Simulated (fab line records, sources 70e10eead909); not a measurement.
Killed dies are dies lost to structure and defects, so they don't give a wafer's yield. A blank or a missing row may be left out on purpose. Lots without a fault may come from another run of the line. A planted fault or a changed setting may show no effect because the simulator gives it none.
Which tool did it? | flow nand_harc | 24 lots, 72 wafers sampled, at 5 steps of a route of 1302

WHAT THE GAUGES READ, wafer by wafer
NHARC_P_BONDPAD_OVL_MEAS_38.
lot  | measured     | on         | overlay_x_nm (nm) | overlay_y_nm (nm)
L074 | day 6 13:57  | overlay-02 | 4 4 3             | -4 -3 -3
L075 | day 7 05:39  | overlay-01 | -7 -7 -7          | -5 -5 -5
L076 | day 7 06:11  | overlay-02 | -8 -8 -8          | 5 4 4
L077 | day 7 22:10  | overlay-02 | 10 10 10          | 3 3 3
L078 | day 8 02:58  | overlay-02 | -4 -4 -4          | -2 -2 -2
L079 | day 8 14:05  | overlay-01 | -5 -4 -4          | 10 9 10
L080 | day 9 01:31  | overlay-02 | 4 3 4             | 3 2 2
L081 | day 9 10:18  | overlay-01 | -7 -6 -7          | -3 -3 -3
L082 | day 9 22:31  | overlay-02 | -2 -3 -3          | -2 -2 -1
L083 | day 10 03:48 | overlay-02 | 6 7 6             | 4 4 4
L084 | day 10 18:24 | overlay-02 | -2 -2 -1          | 6 6 5
L085 | day 10 22:52 | overlay-01 | -9 -9 -9          | 1 0 1
L086 | day 11 14:17 | overlay-01 | -4 -3 -4          | 8 8 8
L087 | day 11 23:05 | overlay-02 | -2 -2 -2          | 4 4 3
L088 | day 12 13:07 | overlay-01 | -4 -4 -3          | 4 4 4
L089 | day 13 09:10 | overlay-01 | 2 2 2             | 4 5 4
L090 | day 13 10:21 | overlay-02 | -1 0 -1           | -2 -3 -2
L091 | day 13 18:47 | overlay-02 | 5 5 5             | -16 -15 -15
L093 | day 14 08:39 | overlay-01 | 1 1 0             | -9 -9 -9
L092 | day 14 09:51 | overlay-01 | -15 -15 -15       | -1 -1 -1
L094 | day 15 00:23 | overlay-02 | -6 -6 -6          | 4 3 4
L095 | day 15 15:32 | overlay-02 | 3 3 3             | 9 8 8
L096 | day 15 18:52 | overlay-02 | 6 6 6             | -9 -9 -8
L097 | day 16 01:47 | overlay-02 | -1 0 0            | -5 -5 -5

NHARC_A_ONON_D1_INSPECT_32.
lot  | measured     | on                | raw_defect_count
L074 | day 8 02:15  | defect_inspect-02 | 37 49 52
L075 | day 8 21:10  | defect_inspect-01 | 81 149 117
L076 | day 8 21:01  | defect_inspect-01 | 100 47 59
L077 | day 9 13:08  | defect_inspect-01 | 50 77 36
L078 | day 9 21:41  | defect_inspect-01 | 76 86 71
L079 | day 10 07:35 | defect_inspect-01 | 55 53 79
L080 | day 10 16:13 | defect_inspect-02 | 109 83 102
L081 | day 11 04:14 | defect_inspect-01 | 85 56 46
L082 | day 11 14:50 | defect_inspect-02 | 46 54 62
L083 | day 11 18:56 | defect_inspect-01 | 60 56 78
L084 | day 12 11:08 | defect_inspect-02 | 91 66 58
L085 | day 12 11:16 | defect_inspect-02 | 60 70 70
L086 | day 13 04:49 | defect_inspect-01 | 113 54 119
L087 | day 13 20:29 | defect_inspect-01 | 94 92 64
L088 | day 14 12:28 | defect_inspect-02 | 62 66 73
L089 | day 15 06:11 | defect_inspect-01 | 44 102 69
L090 | day 15 06:04 | defect_inspect-02 | 43 106 118
L091 | day 15 10:41 | defect_inspect-02 | 87 57 105
L093 | day 16 00:11 | defect_inspect-02 | 80 49 44
L092 | day 16 00:07 | defect_inspect-01 | 58 49 121
L094 | day 16 16:46 | defect_inspect-02 | 83 53 50
L095 | day 17 08:16 | defect_inspect-02 | 119 91 53
L096 | day 17 08:23 | defect_inspect-02 | 59 64 100
L097 | day 17 17:29 | defect_inspect-02 | 87 120 91

WHICH TOOL RAN EACH LOT (tool, then ch and the chambers of the sampled wafers, then the start)
lot  | NHARC_P_BONDPAD_ETCH_12                       | NHARC_P_BONDPAD_STRIP_15           | NHARC_A_ZERO_WELL_ETCH_19
L074 | rie_diel-08 ch 2,3, day 6 14:32 or earlier    | rie_diel-01 ch 0,1,3, day 6 14:32  | rie_diel-02 ch 0,2, day 6 18:09
L075 | rie_diel-01 ch 0,1, day 7 06:10 or earlier    | rie_diel-01 ch 1,2,3, day 7 06:10  | rie_diel-06 ch 0,1,3, day 7 09:59
L076 | rie_diel-04 ch 0,1,2, day 7 06:44 or earlier  | rie_diel-01 ch 1,2,3, day 7 06:44  | rie_diel-06 ch 0,1,2, day 7 10:20
L077 | rie_diel-04 ch 1,2,3, day 7 22:40 or earlier  | rie_diel-04 ch 0,2,3, day 7 22:40  | rie_diel-06 ch 0,2,3, day 8 02:22
L078 | rie_diel-04 ch 0,1, day 8 03:30 or earlier    | rie_diel-01 ch 1,2,3, day 8 03:30  | rie_diel-02 ch 1,2,3, day 8 07:06
L079 | rie_diel-01 ch 0,2,3, day 8 15:02 or earlier  | rie_diel-08 ch 0,2,3, day 8 15:02  | rie_diel-06 ch 0,2,3, day 8 18:47
L080 | rie_diel-04 ch 1,2,3, day 9 02:01 or earlier  | rie_diel-01 ch 1,3, day 9 02:01    | rie_diel-06 ch 1,2,3, day 9 05:44
L081 | rie_diel-01 ch 1,2,3, day 9 10:52 or earlier  | rie_diel-08 ch 0,1,3, day 9 10:52  | rie_diel-06 ch 1,2, day 9 14:33
L082 | rie_diel-08 ch 0,2, day 9 23:04 or earlier    | rie_diel-04 ch 0,1, day 9 23:04    | rie_diel-06 ch 0,2, day 10 02:50
L083 | rie_diel-01 ch 0,2,3, day 10 04:20 or earlier | rie_diel-04 ch 0,1,3, day 10 04:20 | rie_diel-06 ch 0,1,2, day 10 07:55
L084 | rie_diel-04 ch 0,1,2, day 10 18:58 or earlier | rie_diel-08 ch 0,1,3, day 10 18:58 | rie_diel-02 ch 0,1, day 10 22:47
L085 | rie_diel-04 ch 0,1,3, day 10 23:24 or earlier | rie_diel-01 ch 0,3, day 10 23:24   | rie_diel-13 ch 1,2,3, day 11 03:07
L086 | rie_diel-01 ch 0,2,3, day 11 14:49 or earlier | rie_diel-01 ch 2,3, day 11 14:49   | rie_diel-06 ch 0,1, day 11 18:31
L087 | rie_diel-01 ch 0,2, day 11 23:29              | rie_diel-04 ch 2,3, day 11 23:45   | rie_diel-02 ch 1,2, day 12 03:31
L088 | rie_diel-01 ch 1,2,3, day 12 13:39 or earlier | rie_diel-04 ch 0,2,3, day 12 13:39 | rie_diel-02 ch 0,1,3, day 12 17:22
L089 | rie_diel-04 ch 2,3, day 13 09:44 or earlier   | rie_diel-04 ch 0,2,3, day 13 09:44 | rie_diel-02 ch 0,1,2, day 13 13:24
L090 | rie_diel-04 ch 0,2, day 13 10:58 or earlier   | rie_diel-08 ch 0,2,3, day 13 10:58 | rie_diel-13 ch 0,1,3, day 13 14:41
L091 | rie_diel-04 ch 1,2, day 13 19:19 or earlier   | rie_diel-08 ch 0,3, day 13 19:19   | rie_diel-02 ch 0,3, day 13 23:02
L093 | rie_diel-08 ch 1,3, day 14 09:14 or earlier   | rie_diel-08 ch 0,1,3, day 14 09:14 | rie_diel-06 ch 0,2,3, day 14 12:50
L092 | rie_diel-01 ch 0,1, day 14 10:22 or earlier   | rie_diel-04 ch 1,3, day 14 10:22   | rie_diel-06 ch 0,1,3, day 14 14:05
L094 | rie_diel-04 ch 0,1,2, day 15 00:53 or earlier | rie_diel-08 ch 0,2,3, day 15 00:53 | rie_diel-02 ch 1,2,3, day 15 04:30
L095 | rie_diel-04 ch 1,2, day 15 16:04 or earlier   | rie_diel-01 ch 0,1,2, day 15 16:04 | rie_diel-06 ch 1,2, day 15 19:44
L096 | rie_diel-01 ch 0,3, day 15 19:27 or earlier   | rie_diel-01 ch 2,3, day 15 19:27   | rie_diel-06 ch 1,3, day 15 23:14
L097 | rie_diel-01 ch 0,2,3, day 16 02:18 or earlier | rie_diel-08 ch 0,1,2, day 16 02:18 | rie_diel-06 ch 0,2,3, day 16 05:53
- NHARC_P_BONDPAD_ETCH_12: etches the open film in CHF3/O2, target depth 200 nm, time 100 s.
- NHARC_P_BONDPAD_STRIP_15: strips in O2.
- NHARC_A_ZERO_WELL_ETCH_19: etches the open film in N2/H2, target depth 80 nm, overetch 24 nm, time 87.88 s.

WHAT THE TOOLS THEMSELVES READ (means of the sampled wafers that have a number; where no wafer has one, the mark that the record gives instead)
NHARC_P_BONDPAD_ETCH_12.
lot  | tool        | drypump_motor_current_A (A) | oes_product_au (a.u.) | rf_vpp_V (V) | showerhead_plenum_p_Torr (Torr) | throttle_valve_pct (%)
L074 | rie_diel-08 | 6.5                         | 0.920                 | 372.5        | 2.50                            | 20.572
L075 | rie_diel-01 | 5.3                         | 0.931                 | 370.9        | 2.42                            | 20.578
L076 | rie_diel-04 | 5.4                         | 0.931                 | 371.9        | 2.49                            | 20.574
L077 | rie_diel-04 | 5.6                         | 0.925                 | 372.1        | 2.49                            | 20.562
L078 | rie_diel-04 | 5.2                         | 0.935                 | 371.3        | 2.42                            | 20.570
L079 | rie_diel-01 | 5.9                         | 0.929                 | 371.9        | 2.46                            | 20.566
L080 | rie_diel-04 | 5.6                         | 0.964                 | 372.5        | 2.49                            | 20.567
L081 | rie_diel-01 | 5.8                         | 0.919                 | 369.7        | 2.39                            | 20.575
L082 | rie_diel-08 | 6.2                         | 0.967                 | 373.3        | 2.51                            | 20.584
L083 | rie_diel-01 | 6.0                         | 0.973                 | 371.2        | 2.46                            | 20.566
L084 | rie_diel-04 | 5.4                         | 0.971                 | 371.3        | 2.49                            | 20.580
L085 | rie_diel-04 | 5.4                         | 0.944                 | 371.1        | 2.42                            | 20.568
L086 | rie_diel-01 | 6.0                         | 0.971                 | 372.0        | 2.46                            | 20.568
L087 | rie_diel-01 | 5.7                         | 0.922                 | 373.8        | 2.50                            | 20.564
L088 | rie_diel-01 | 5.8                         | 0.956                 | 370.7        | 2.39                            | 20.574
L089 | rie_diel-04 | 5.4                         | 0.925                 | 371.2        | 2.43                            | 20.568
L090 | rie_diel-04 | 5.1                         | 0.936                 | 371.4        | 2.43                            | 20.570
L091 | rie_diel-04 | 5.7                         | 0.919                 | 373.9        | 2.55                            | 20.582
L093 | rie_diel-08 | 6.0                         | 0.922                 | 369.5        | 2.36                            | 20.575
L092 | rie_diel-01 | 5.3                         | 0.952                 | 371.0        | 2.42                            | 20.577
L094 | rie_diel-04 | 5.4                         | 0.922                 | 372.0        | 2.49                            | 20.562
L095 | rie_diel-04 | 5.7                         | 0.921                 | 373.2        | 2.55                            | 20.576
L096 | rie_diel-01 | 5.7                         | 0.973                 | 373.2        | 2.52                            | 20.579
L097 | rie_diel-01 | 6.0                         | 0.933                 | 373.0        | 2.46                            | 20.574

NHARC_P_BONDPAD_STRIP_15.
lot  | tool        | drypump_motor_current_A (A) | oes_product_au (a.u.) | rf_vpp_V (V) | showerhead_plenum_p_Torr (Torr) | throttle_valve_pct (%)
L074 | rie_diel-01 | 5.6                         | 1.000                 | 57.7         | 3.60                            | 17.043
L075 | rie_diel-01 | 5.8                         | 0.989                 | 58.4         | 3.52                            | 17.038
L076 | rie_diel-01 | 5.8                         | 0.982                 | 57.2         | 3.52                            | 17.033
L077 | rie_diel-04 | 5.3                         | 1.005                 | 57.8         | 3.57                            | 17.036
L078 | rie_diel-01 | 5.8                         | 0.993                 | 57.4         | 3.52                            | 17.039
L079 | rie_diel-08 | 6.1                         | 0.999                 | 58.6         | 3.71                            | 17.037
L080 | rie_diel-01 | 5.8                         | 1.005                 | 57.4         | 3.54                            | 17.046
L081 | rie_diel-08 | 5.9                         | 1.002                 | 58.0         | 3.61                            | 17.022
L082 | rie_diel-04 | 5.2                         | 1.014                 | 57.3         | 3.56                            | 17.036
L083 | rie_diel-04 | 5.4                         | 1.002                 | 57.7         | 3.56                            | 17.030
L084 | rie_diel-08 | 5.9                         | 0.996                 | 58.1         | 3.61                            | 17.050
L085 | rie_diel-01 | 6.0                         | 1.011                 | 57.3         | 3.64                            | 17.028
L086 | rie_diel-01 | 6.1                         | 0.998                 | 57.4         | 3.53                            | 17.041
L087 | rie_diel-04 | 5.4                         | 1.006                 | 57.1         | 3.57                            | 17.035
L088 | rie_diel-04 | 5.3                         | 1.004                 | 57.7         | 3.57                            | 17.051
L089 | rie_diel-04 | 5.3                         | 1.003                 | 57.5         | 3.56                            | 17.043
L090 | rie_diel-08 | 6.1                         | 1.015                 | 57.6         | 3.70                            | 17.038
L091 | rie_diel-08 | 5.8                         | 1.007                 | 58.4         | 3.75                            | 17.025
L093 | rie_diel-08 | 5.9                         | 1.005                 | 58.1         | 3.61                            | 17.046
L092 | rie_diel-04 | 5.6                         | 1.000                 | 57.0         | 3.55                            | 17.039
L094 | rie_diel-08 | 6.1                         | 1.008                 | 58.0         | 3.70                            | 17.035
L095 | rie_diel-01 | 5.6                         | 1.001                 | 58.2         | 3.57                            | 17.040
L096 | rie_diel-01 | 6.2                         | 1.012                 | 58.1         | 3.55                            | 17.033
L097 | rie_diel-08 | 6.0                         | 0.999                 | 57.6         | 3.59                            | 17.045

NHARC_A_ZERO_WELL_ETCH_19.
lot  | tool        | drypump_motor_current_A (A) | oes_product_au (a.u.) | rf_vpp_V (V) | showerhead_plenum_p_Torr (Torr) | throttle_valve_pct (%)
L074 | rie_diel-02 | 5.8                         | 0.986                 | 430.6        | 2.02                            | 14.163
L075 | rie_diel-06 | 5.6                         | 1.014                 | 429.6        | 2.01                            | 14.174
L076 | rie_diel-06 | 6.0                         | 1.010                 | 430.4        | 2.04                            | 14.175
L077 | rie_diel-06 | 5.7                         | 0.994                 | 428.3        | 1.99                            | 14.162
L078 | rie_diel-02 | 5.6                         | 1.006                 | 430.6        | 2.06                            | 14.167
L079 | rie_diel-06 | 5.7                         | 1.002                 | 428.9        | 1.99                            | 14.164
L080 | rie_diel-06 | 5.7                         | 1.015                 | 429.1        | 2.03                            | 14.171
L081 | rie_diel-06 | 6.1                         | 1.015                 | 431.9        | 2.05                            | 14.181
L082 | rie_diel-06 | 6.1                         | 1.010                 | 430.3        | 2.02                            | 14.170
L083 | rie_diel-06 | 6.0                         | 1.006                 | 430.3        | 2.04                            | 14.178
L084 | rie_diel-02 | 5.3                         | 1.003                 | 432.0        | 2.07                            | 14.171
L085 | rie_diel-13 | 6.2                         | 0.993                 | 428.1        | 1.95                            | 14.167
L086 | rie_diel-06 | 5.9                         | 1.003                 | 430.4        | 2.02                            | 14.175
L087 | rie_diel-02 | 5.7                         | 0.989                 | 428.5        | 1.99                            | 14.166
L088 | rie_diel-02 | 5.4                         | 0.997                 | 432.4        | 2.11                            | 14.171
L089 | rie_diel-02 | 5.5                         | 0.993                 | 430.7        | 2.04                            | 14.168
L090 | rie_diel-13 | 6.1                         | 1.005                 | 427.8        | 1.96                            | 14.172
L091 | rie_diel-02 | 5.5                         | 1.005                 | 433.9        | 2.14                            | 14.171
L093 | rie_diel-06 | 5.7                         | 1.001                 | 429.2        | 1.99                            | 14.174
L092 | rie_diel-06 | 5.6                         | 0.997                 | 430.0        | 2.01                            | 14.179
L094 | rie_diel-02 | 5.6                         | 1.004                 | 431.4        | 2.05                            | 14.174
L095 | rie_diel-06 | 6.1                         | 1.000                 | 431.1        | 2.05                            | 14.177
L096 | rie_diel-06 | 5.3                         | 1.007                 | 428.3        | 2.00                            | 14.177
L097 | rie_diel-06 | 5.7                         | 1.009                 | 429.6        | 1.99                            | 14.172

THE ANSWER, worked out from the rows above alone
Rule: what is usual is taken from the lots themselves. Put in order of their means at a reading, lots are off if they are a third of the lots or fewer, leave a main group of 4 or more, and stand apart from it by a gap of 3 or more times the standard deviation of the main group's means; of several such gaps the widest counts. A main group whose means are all the same, to the digits that the tables above print for the reading, isn't used. A lot without any number at a reading at which 4 lots or more have one is off too. The other lots that the step has rows for count as sound. The gauges are gone through in route order, then the tools' own readings, and for those a lot's mean is taken as printed above. The first step at which some lot is off is used, and at that step the reading that is off furthest; a lot without a number counts as furthest.
No lot is off at any reading shown: from this, nothing can be told.

WHAT THE SIMULATOR HAD PUT IN
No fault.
